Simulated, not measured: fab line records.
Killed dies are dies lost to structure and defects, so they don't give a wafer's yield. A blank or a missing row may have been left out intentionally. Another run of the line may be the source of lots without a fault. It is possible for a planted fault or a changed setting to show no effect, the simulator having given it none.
Comparing a struck lot with a sound one ; flow n5 finfet ; 36 steps out of a route of 1938
Sound: the wafers L819.1, L819.2, L819.5. Wafers L827.4, L827.5, L827.6 were the ones struck. The cause is named last.
Per side, at each step with rows, come the tool, then ch with its chambers, and then its first start. Under that, the readings that differ: sound wafers ; struck wafers ; difference of the means ; sigmas: that difference in standard deviations of wafers without a fault.
alike: a reading whose means differ by less than 2 such deviations, as well as words and numbers matching on both sides. not compared: withheld readings; readings where some wafer has no value; bounds like >300 that might hide an equal value; numbers whose values overlap and for which the record gives no deviation.
Wherever a step has rows on one side only, a row that says differs or no value, or a row with sigmas, the two part there. When numbers do not overlap yet have no deviation, they are printed without sigmas and do not part them. A reading that every wafer of one side lacks parts them only if that side has two wafers or more.

first, 9 steps without rows for these wafers: N5_WELL_APT_COAT_19 (resist thk 950 nm); N5_WELL_APT_EBR_21; N5_WELL_APT_SOFTBAKE_20 (time 60 s); N5_WELL_APT_EXPOSE_22 (exposes mask PWELL, defocus 0 nm, target cd 200 nm); N5_WELL_APT_PEB_23 (peb time 90 s); N5_WELL_APT_DEVELOP_24 (develop time 45 s); N5_WELL_APT_HARDBAKE_29 (time 120 s); N5_WELL_APT_DESCUM_30 (chemistry O2, time 7.9 s); N5_WELL_APT_IMPLANT_31.
N5_WELL_APT_IMPLANT_32:
  sound on implanter-02 ch 0, day 3 09:19; struck on implanter-02 ch 0, day 5 09:20
reading;sound;struck;difference;sigmas
dose ions cm2;2.0009e+13 2.0017e+13 2.0021e+13;1.1818e+13 1.1814e+13 1.1869e+13;-8.1820e+12;-99 or more
faraday current uA;260 255 259;150 147 153;-108;-25
  alike: tilt deg
then, 25 steps without rows for these wafers: N5_WELL_APT_STRIP_33 (strips in SPM, time 900 s); N5_WELL_APT_RTA_34 (time 10 s); N5_WELL_APT_OXIDE_STRIP_42 (strips SiO2 in dHF, time 45 s, target depth 12 nm); N5_WELL_APT_PRECLEAN_36 (cleans in O3/DIW, time 45 s); N5_WELL_APT_PRECLEAN_39 (cleans in dHF, time 60 s); N5_WELL_APT_SRD_37 (time 30 s); N5_WELL_APT_EPI_41 (deposits Si from SiH4/H2, target thk 50 nm, time 297.7 s); N5_PMOS_HMC_CHANNEL_EPI_HM_DEP_34 (deposits SiO2 from TEOS/O2, target thk 36 nm, time 6.9 s); N5_PMOS_HMC_CHANNEL_EPI_COAT_31 (time 60 s, resist thk 66 nm); N5_PMOS_HMC_CHANNEL_EPI_COAT_03 (resist thk 205 nm); N5_PMOS_HMC_CHANNEL_EPI_EBR_05; N5_PMOS_HMC_CHANNEL_EPI_SOFTBAKE_04 (time 60 s); N5_PMOS_HMC_CHANNEL_EPI_EXPOSE_06 (exposes mask PMOS HMC BLK, target cd 240 nm); N5_PMOS_HMC_CHANNEL_EPI_PEB_07 (peb time 60 s); N5_PMOS_HMC_CHANNEL_EPI_DEVELOP_08 (develop time 30 s); N5_PMOS_HMC_CHANNEL_EPI_DESCUM_14 (chemistry O2, time 7.9 s); N5_PMOS_HMC_CHANNEL_EPI_ETCH_32 (etches BARC in N2/H2, stops on SiO2, target depth 85.8 nm, time 50.3 s); N5_PMOS_HMC_CHANNEL_EPI_HM_OPEN_15 (chemistry CHF3/O2, target SiO2, target depth 40.6 nm, time 20.3 s); N5_PMOS_HMC_CHANNEL_EPI_STRIP_33 (strips in N2/H2); N5_PMOS_HMC_CHANNEL_EPI_STRIP_17 (strips in SPM, time 750 s); N5_PMOS_HMC_CHANNEL_EPI_ETCH_38 (etches SiO2 in CF4, target depth 1.5 nm); N5_PMOS_HMC_CHANNEL_EPI_FIN_RECESS_16 (chemistry HBr/Cl2, target Si, target depth 54 nm, time 18 s); N5_PMOS_HMC_CHANNEL_EPI_PRECLEAN_36 (cleans in O3/DIW, time 45 s); N5_PMOS_HMC_CHANNEL_EPI_PRECLEAN_18 (cleans in DHF, time 30 s); N5_PMOS_HMC_CHANNEL_EPI_SRD_19 (time 30 s).
-- a jump in the record: the struck wafers' starts before and after are 6 days apart (it breaks off in module PMOS_HMC_CHANNEL_EPI and resumes in module BEOL_M4, where the first step shown is number 1111 of the route) --
N5_BEOL_M4_RC_MEAS_101:
  sound on prober-01 ch 0, day 9 18:40; struck on prober-01 ch 0, day 11 11:01
reading;sound;struck;difference;sigmas
CJ_N;4.34 4.33 4.31;3.36 3.41 3.35;-0.95;-14
  alike: DIBL_N, DIBL_P, IOFF_N, IOFF_P, ION_N, ION_P, SS_N, SS_P, VT_N, VT_P

## WHERE THEY PART
At N5_WELL_APT_IMPLANT_32 first; at N5_BEOL_M4_RC_MEAS_101 last (within this record only).

WHY: the cause the simulator had injected
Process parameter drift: implanter-02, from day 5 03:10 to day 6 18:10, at N5_WELL_APT_IMPLANT_32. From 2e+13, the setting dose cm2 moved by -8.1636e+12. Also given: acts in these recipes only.
